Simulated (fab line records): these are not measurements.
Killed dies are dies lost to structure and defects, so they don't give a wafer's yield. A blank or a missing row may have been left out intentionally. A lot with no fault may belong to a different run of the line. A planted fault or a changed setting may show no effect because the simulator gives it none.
Which tool was responsible? / flow nand-harc / Sampling: 6 lots, 18 wafers, 3 of 1302 route steps

== WHAT THE GAUGES READ, wafer by wafer ==
NHARC_P_ZERO_WELL_CD_MEAS_52 targets a cd of 2000 nm.
lot=L747; measured=day 3 07:37; on=cd-sem-02; cd-nm (nm)=1999.5 2001.0 1997.1
lot=L750; measured=day 4 13:48; on=cd-sem-03; cd-nm (nm)=1507.6 1509.5 1511.3
lot=L753; measured=day 5 19:45; on=cd-sem-03; cd-nm (nm)=2000.5 1997.7 1999.2
lot=L759; measured=day 8 07:49; on=cd-sem-02; cd-nm (nm)=2003.6 2000.0 2003.5
lot=L763; measured=day 9 23:40; on=cd-sem-01; cd-nm (nm)=1999.6 1996.5 2000.5
lot=L767; measured=day 11 15:44; on=cd-sem-02; cd-nm (nm)=1997.9 1998.0 1999.6

== EACH LOT AND THE TOOL THAT RAN IT (in order: tool; ch and the chambers of the sampled wafers; start) ==
lot=L747; NHARC_P_ZERO_WELL_ETCH_63=rie-si-06 ch 0,2,3, day 3 03:33; NHARC_P_ZERO_WELL_EXPOSE_49=krf-scanner-01 ch 0, day 3 07:28
lot=L750; NHARC_P_ZERO_WELL_ETCH_63=rie-si-05 ch 0,1,2, day 4 09:41; NHARC_P_ZERO_WELL_EXPOSE_49=krf-scanner-03 ch 0, day 4 13:38
lot=L753; NHARC_P_ZERO_WELL_ETCH_63=rie-si-05 ch 1,2,3, day 5 15:40; NHARC_P_ZERO_WELL_EXPOSE_49=krf-scanner-03 ch 0, day 5 19:35
lot=L759; NHARC_P_ZERO_WELL_ETCH_63=rie-si-05 ch 0,1,3, day 8 03:47; NHARC_P_ZERO_WELL_EXPOSE_49=krf-scanner-03 ch 0, day 8 07:40
lot=L763; NHARC_P_ZERO_WELL_ETCH_63=rie-si-06 ch 0,1,3, day 9 19:43; NHARC_P_ZERO_WELL_EXPOSE_49=krf-scanner-02 ch 0, day 9 23:31
lot=L767; NHARC_P_ZERO_WELL_ETCH_63=rie-si-03 ch 1,2,3, day 11 11:42; NHARC_P_ZERO_WELL_EXPOSE_49=krf-scanner-01 ch 0, day 11 15:35
- NHARC_P_ZERO_WELL_ETCH_63: etches the open film in HBr/Cl2, target depth 120 nm, time 40.1 s.
- NHARC_P_ZERO_WELL_EXPOSE_49: exposes mask P HVPW, target cd 2000 nm.

== THE ANSWER, worked out from the rows above alone ==
Rule: usual is defined by the lots themselves. Put in order of their means at a reading, lots are off if they are a third of the lots or fewer, leave a main group of 4 or more, and stand apart from it by a gap of 3 or more times the standard deviation of the main group's means; of several such gaps the widest counts. A main group is skipped when, at the precision printed for the reading in the tables above, its means are all equal. Also off: a lot with no number at a reading for which 4 or more lots have one. All remaining lots with rows at the step are treated as sound.
Off, at NHARC_P_ZERO_WELL_CD_MEAS_52 on cd-nm: L750. The main group: mean 1999.6 nm, standard deviation 1.4.
If a tool, at a process step before that reading, ran all the lots that are off and no sound lot after the first of them, it fits. The gauges at NHARC_P_ZERO_WELL_CD_MEAS_52 are tried like those tools. Not one of the candidates tried fits.

== WHAT THE SIMULATOR HAD INSERTED ==
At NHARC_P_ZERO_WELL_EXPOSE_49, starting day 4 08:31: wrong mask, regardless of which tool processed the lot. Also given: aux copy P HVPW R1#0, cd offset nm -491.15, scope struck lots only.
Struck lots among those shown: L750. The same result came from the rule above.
